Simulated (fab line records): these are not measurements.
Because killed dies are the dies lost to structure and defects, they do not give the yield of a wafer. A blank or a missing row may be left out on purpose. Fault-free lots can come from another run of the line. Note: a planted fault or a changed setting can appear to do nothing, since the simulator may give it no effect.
A lot that was struck, set against a sound lot    flow nand harc    15 steps out of a route of 1159
Sound: these wafers, L117.2, L117.5, L117.6. Struck: wafer L119.4. (L119.2, L119.3 of the same lot were not struck and are left out.) The cause comes at the end.
Order at every step that has rows: each side's tool, ch and its chambers, its first start. Under that, the readings that differ: sound wafers    struck wafers    difference of the means    sigmas: that difference in standard deviations of wafers without a fault.
alike: same words and numbers on both sides, and readings whose means sit less than 2 such deviations apart. not compared: any withheld reading, any reading some wafer has no value for, any bound like >300 that may hide the same value, and any number with overlapping values for which the record gives no deviation.
The two part at a step that has a row with sigmas, a row that says differs or no value, or rows on one side only. Numbers that don't overlap but have no deviation are shown without sigmas and don't part them. A reading missing from all wafers of one side parts the sides only when that side holds two or more wafers.

first, 7 steps without rows for these wafers: NHARC_A_CONTACT_COAT_62 (time 65 s); NHARC_A_CONTACT_COAT_63 (resist thk 90 nm); NHARC_A_CONTACT_SOFTBAKE_64 (time 55 s); NHARC_A_CONTACT_EBR_65; NHARC_A_CONTACT_EXPOSE_66 (exposes mask A CC 2); NHARC_A_CONTACT_PEB_67 (peb time 65 s); NHARC_A_CONTACT_DEVELOP_68 (develop time 35 s).
NHARC_A_CONTACT_CD_MEAS_69: the cd target is 200 nm.
  sound on cd sem-03 ch 0, day 17 02:18; struck on cd sem-01 ch 0, day 18 07:22
  alike: cd nm
NHARC_A_CONTACT_OVL_MEAS_70:
  sound on overlay-02 at day 17 02:23; struck on overlay-01 at day 18 07:28
  alike: overlay x nm, overlay y nm
NHARC_A_CONTACT_INSPECT_71:
  sound on defect inspect-01 at day 17 02:25; struck on defect inspect-01 at day 18 07:29
  alike: raw defect count
NHARC_A_CONTACT_DESCUM_74: chemistry O2, time 3 s.
  sound on rie diel-11 ch 0,2,3, day 17 02:30; struck on rie diel-11 ch 3, day 18 07:33
  alike: chamber pressure mTorr, drypump motor current A, mfc ar sccm, oes product au, rf vpp V, showerhead plenum p Torr, throttle valve pct
  not compared: rf hours counter h
NHARC_A_CONTACT_ETCH_75: etches the open film in CF4, target depth 39 nm, time 65 s.
  sound on rie diel-11 ch 0,1,2, day 17 02:35; struck on rie diel-11 ch 3, day 18 07:38
  alike: bias w, chamber pressure mTorr, drypump motor current A, mfc ar sccm, oes product au, rf vpp V, run length s, showerhead plenum p Torr, throttle valve pct
  not compared: rf hours counter h
NHARC_A_CONTACT_ETCH_76: etches the open film in N2/H2, target depth 260 nm, time 475.3 s.
  sound on rie diel-11 ch 0,1, day 17 02:42; struck on rie diel-11 ch 0, day 18 07:44
reading                 sound                 struck  difference  sigmas
mfc ar sccm (sccm)      0 0.026 0             0.026   +0.017      +2
run length s (s)        496.7 497.3 496.7     367.1   -129.8      -99 or more
throttle valve pct (%)  14.176 14.172 14.169  14.189  +0.017      +2
  alike: chamber pressure mTorr, drypump motor current A, oes product au, rf vpp V, showerhead plenum p Torr
  not compared: bias w, rf hours counter h
NHARC_A_CONTACT_ETCH_77: etches the open film in CF4/CHF3, target depth 72.6 nm, time 36.3 s.
  sound: rie diel-11 ch 0,2,3; struck: rie diel-11 ch 2
  alike: bias w, chamber pressure mTorr, drypump motor current A, mfc ar sccm, oes product au, rf vpp V, run length s, showerhead plenum p Torr, throttle valve pct
  not compared: rf hours counter h
-- record jumps: 3 days between struck wafers' starts before vs after; left off in module A_CONTACT, resumes in module END, first step shown is number 1159 of the route --
NHARC_END_SORT_01:
  only the struck wafers appear in the record here, on prober-01 ch 0 at day 21 01:00; the sound ones have no rows

## WHERE THEY PART
First at NHARC_A_CONTACT_ETCH_76; last, within this record, at NHARC_END_SORT_01.

WHY: whatever the simulator had introduced
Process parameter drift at NHARC_A_CONTACT_ETCH_76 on rie diel-11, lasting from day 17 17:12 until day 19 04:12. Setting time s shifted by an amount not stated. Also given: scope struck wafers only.
